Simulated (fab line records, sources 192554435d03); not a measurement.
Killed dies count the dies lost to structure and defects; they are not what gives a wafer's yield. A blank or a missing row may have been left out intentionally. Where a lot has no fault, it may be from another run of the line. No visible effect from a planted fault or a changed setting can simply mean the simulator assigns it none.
Split-lot experiment :: flow n5 finfet :: route with 1938 steps; 7 lots, 39 wafers read

## SPLIT DETAILS
At N5_DUMMY_GATE_HM_DEP_06 (deposits SiNx from DCS/NH3, target thk 80 nm, time 5141 s), the setting time s was moved away from the recipe's 5141 s on 24 of the 39 wafers read, by -13.5% to +8.7%. The other wafers ran this setting at the recipe's value.

The split's own step is where the reading is taken.

## THE READING
SiNx_of_DUMMY_GATE_HM_DEP_06.thk nm (the simulator's own value, which no gauge read), in nm, at N5_DUMMY_GATE_HM_DEP_06 (deposits SiNx from DCS/NH3, target thk 80 nm, time 5141 s). The file gives no usual value for it. Average 80.7 nm, standard deviation 0.6 nm, over the 15 wafers here run with the recipe.

wafer: L075.2
tool, chamber at the split: lpcvd-02, 1/70
time s as run, s: 5141
against the recipe: recipe
SiNx_of_DUMMY_GATE_HM_DEP_06.thk nm, nm: 80
against lot-mates on the recipe: -

wafer: L075.4
tool, chamber at the split: lpcvd-02, 1/79
time s as run, s: 5141
against the recipe: recipe
SiNx_of_DUMMY_GATE_HM_DEP_06.thk nm, nm: 79
against lot-mates on the recipe: -

wafer: L075.5
tool, chamber at the split: lpcvd-02, 1/84
time s as run, s: 5141
against the recipe: recipe
SiNx_of_DUMMY_GATE_HM_DEP_06.thk nm, nm: 80.4
against lot-mates on the recipe: -

wafer: L077.1
tool, chamber at the split: -, -
time s as run, s: 5141
against the recipe: recipe
SiNx_of_DUMMY_GATE_HM_DEP_06.thk nm, nm: 80.8
against lot-mates on the recipe: -

wafer: L077.2
tool, chamber at the split: -, -
time s as run, s: 5141
against the recipe: recipe
SiNx_of_DUMMY_GATE_HM_DEP_06.thk nm, nm: 80.6
against lot-mates on the recipe: -

wafer: L077.3
tool, chamber at the split: -, -
time s as run, s: 5141
against the recipe: recipe
SiNx_of_DUMMY_GATE_HM_DEP_06.thk nm, nm: 81
against lot-mates on the recipe: -

wafer: L077.4
tool, chamber at the split: -, -
time s as run, s: 5141
against the recipe: recipe
SiNx_of_DUMMY_GATE_HM_DEP_06.thk nm, nm: 81
against lot-mates on the recipe: -

wafer: L077.5
tool, chamber at the split: -, -
time s as run, s: 5141
against the recipe: recipe
SiNx_of_DUMMY_GATE_HM_DEP_06.thk nm, nm: 81.4
against lot-mates on the recipe: -

wafer: L077.6
tool, chamber at the split: -, -
time s as run, s: 5141
against the recipe: recipe
SiNx_of_DUMMY_GATE_HM_DEP_06.thk nm, nm: 81.6
against lot-mates on the recipe: -

wafer: L080.1
tool, chamber at the split: -, -
time s as run, s: 5141
against the recipe: recipe
SiNx_of_DUMMY_GATE_HM_DEP_06.thk nm, nm: 81
against lot-mates on the recipe: -

wafer: L080.2
tool, chamber at the split: -, -
time s as run, s: 5141
against the recipe: recipe
SiNx_of_DUMMY_GATE_HM_DEP_06.thk nm, nm: 81
against lot-mates on the recipe: -

wafer: L080.6
tool, chamber at the split: -, -
time s as run, s: 5141
against the recipe: recipe
SiNx_of_DUMMY_GATE_HM_DEP_06.thk nm, nm: 81
against lot-mates on the recipe: -

wafer: L080.3
tool, chamber at the split: -, -
time s as run, s: 5141
against the recipe: recipe
SiNx_of_DUMMY_GATE_HM_DEP_06.thk nm, nm: 80.8
against lot-mates on the recipe: -

wafer: L080.4
tool, chamber at the split: -, -
time s as run, s: 5141
against the recipe: recipe
SiNx_of_DUMMY_GATE_HM_DEP_06.thk nm, nm: 80.4
against lot-mates on the recipe: -

wafer: L080.5
tool, chamber at the split: -, -
time s as run, s: 5141
against the recipe: recipe
SiNx_of_DUMMY_GATE_HM_DEP_06.thk nm, nm: 80.6
against lot-mates on the recipe: -

wafer: L083.1
tool, chamber at the split: -, -
time s as run, s: 5589
against the recipe: +8.7%
SiNx_of_DUMMY_GATE_HM_DEP_06.thk nm, nm: 86.6
against lot-mates on the recipe: no lot-mate on the recipe

wafer: L083.2
tool, chamber at the split: -, -
time s as run, s: 5589
against the recipe: +8.7%
SiNx_of_DUMMY_GATE_HM_DEP_06.thk nm, nm: 87
against lot-mates on the recipe: no lot-mate on the recipe

wafer: L083.3
tool, chamber at the split: -, -
time s as run, s: 5589
against the recipe: +8.7%
SiNx_of_DUMMY_GATE_HM_DEP_06.thk nm, nm: 87.4
against lot-mates on the recipe: no lot-mate on the recipe

wafer: L083.4
tool, chamber at the split: -, -
time s as run, s: 5589
against the recipe: +8.7%
SiNx_of_DUMMY_GATE_HM_DEP_06.thk nm, nm: 86.8
against lot-mates on the recipe: no lot-mate on the recipe

wafer: L083.6
tool, chamber at the split: -, -
time s as run, s: 5589
against the recipe: +8.7%
SiNx_of_DUMMY_GATE_HM_DEP_06.thk nm, nm: 86.8
against lot-mates on the recipe: no lot-mate on the recipe

wafer: L083.5
tool, chamber at the split: -, -
time s as run, s: 5589
against the recipe: +8.7%
SiNx_of_DUMMY_GATE_HM_DEP_06.thk nm, nm: 87.6
against lot-mates on the recipe: no lot-mate on the recipe

wafer: L087.1
tool, chamber at the split: -, -
time s as run, s: 4446
against the recipe: -13.5%
SiNx_of_DUMMY_GATE_HM_DEP_06.thk nm, nm: 68.6
against lot-mates on the recipe: no lot-mate on the recipe

wafer: L087.2
tool, chamber at the split: -, -
time s as run, s: 4446
against the recipe: -13.5%
SiNx_of_DUMMY_GATE_HM_DEP_06.thk nm, nm: 68.6
against lot-mates on the recipe: no lot-mate on the recipe

wafer: L087.6
tool, chamber at the split: -, -
time s as run, s: 4446
against the recipe: -13.5%
SiNx_of_DUMMY_GATE_HM_DEP_06.thk nm, nm: 68.6
against lot-mates on the recipe: no lot-mate on the recipe

wafer: L087.3
tool, chamber at the split: -, -
time s as run, s: 4446
against the recipe: -13.5%
SiNx_of_DUMMY_GATE_HM_DEP_06.thk nm, nm: 68.8
against lot-mates on the recipe: no lot-mate on the recipe

wafer: L087.4
tool, chamber at the split: -, -
time s as run, s: 4446
against the recipe: -13.5%
SiNx_of_DUMMY_GATE_HM_DEP_06.thk nm, nm: 68.8
against lot-mates on the recipe: no lot-mate on the recipe

wafer: L087.5
tool, chamber at the split: -, -
time s as run, s: 4446
against the recipe: -13.5%
SiNx_of_DUMMY_GATE_HM_DEP_06.thk nm, nm: 68
against lot-mates on the recipe: no lot-mate on the recipe

wafer: L088.1
tool, chamber at the split: -, -
time s as run, s: 5392
against the recipe: +4.9%
SiNx_of_DUMMY_GATE_HM_DEP_06.thk nm, nm: 83.6
against lot-mates on the recipe: no lot-mate on the recipe

wafer: L088.2
tool, chamber at the split: -, -
time s as run, s: 5392
against the recipe: +4.9%
SiNx_of_DUMMY_GATE_HM_DEP_06.thk nm, nm: 82.8
against lot-mates on the recipe: no lot-mate on the recipe

wafer: L088.4
tool, chamber at the split: -, -
time s as run, s: 5392
against the recipe: +4.9%
SiNx_of_DUMMY_GATE_HM_DEP_06.thk nm, nm: 82.8
against lot-mates on the recipe: no lot-mate on the recipe

wafer: L088.5
tool, chamber at the split: -, -
time s as run, s: 5392
against the recipe: +4.9%
SiNx_of_DUMMY_GATE_HM_DEP_06.thk nm, nm: 82.8
against lot-mates on the recipe: no lot-mate on the recipe

wafer: L088.6
tool, chamber at the split: -, -
time s as run, s: 5392
against the recipe: +4.9%
SiNx_of_DUMMY_GATE_HM_DEP_06.thk nm, nm: 82.8
against lot-mates on the recipe: no lot-mate on the recipe

wafer: L088.3
tool, chamber at the split: -, -
time s as run, s: 5392
against the recipe: +4.9%
SiNx_of_DUMMY_GATE_HM_DEP_06.thk nm, nm: 83.4
against lot-mates on the recipe: no lot-mate on the recipe

wafer: L094.1
tool, chamber at the split: -, -
time s as run, s: 4804
against the recipe: -6.6%
SiNx_of_DUMMY_GATE_HM_DEP_06.thk nm, nm: 73.2
against lot-mates on the recipe: no lot-mate on the recipe

wafer: L094.2
tool, chamber at the split: -, -
time s as run, s: 4804
against the recipe: -6.6%
SiNx_of_DUMMY_GATE_HM_DEP_06.thk nm, nm: 73.6
against lot-mates on the recipe: no lot-mate on the recipe

wafer: L094.5
tool, chamber at the split: -, -
time s as run, s: 4804
against the recipe: -6.6%
SiNx_of_DUMMY_GATE_HM_DEP_06.thk nm, nm: 73.6
against lot-mates on the recipe: no lot-mate on the recipe

wafer: L094.3
tool, chamber at the split: -, -
time s as run, s: 4804
against the recipe: -6.6%
SiNx_of_DUMMY_GATE_HM_DEP_06.thk nm, nm: 73.8
against lot-mates on the recipe: no lot-mate on the recipe

wafer: L094.4
tool, chamber at the split: -, -
time s as run, s: 4804
against the recipe: -6.6%
SiNx_of_DUMMY_GATE_HM_DEP_06.thk nm, nm: 73.8
against lot-mates on the recipe: no lot-mate on the recipe

wafer: L094.6
tool, chamber at the split: -, -
time s as run, s: 4804
against the recipe: -6.6%
SiNx_of_DUMMY_GATE_HM_DEP_06.thk nm, nm: 73.4
against lot-mates on the recipe: no lot-mate on the recipe

FIT RESULTS
A straight line over all 39 wafers: SiNx_of_DUMMY_GATE_HM_DEP_06.thk nm changes by +0.836 nm for each +1% of time s; r = +0.99; the points scatter about the line by 0.86 nm.
Too few moved wafers with a lot-mate on the recipe to fit a line net of each lot's own level.

## FILE'S OWN FIT
SiNx_of_DUMMY_GATE_HM_DEP_06.thk nm changes by +0.836 nm for each +1% of time s, r = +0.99.
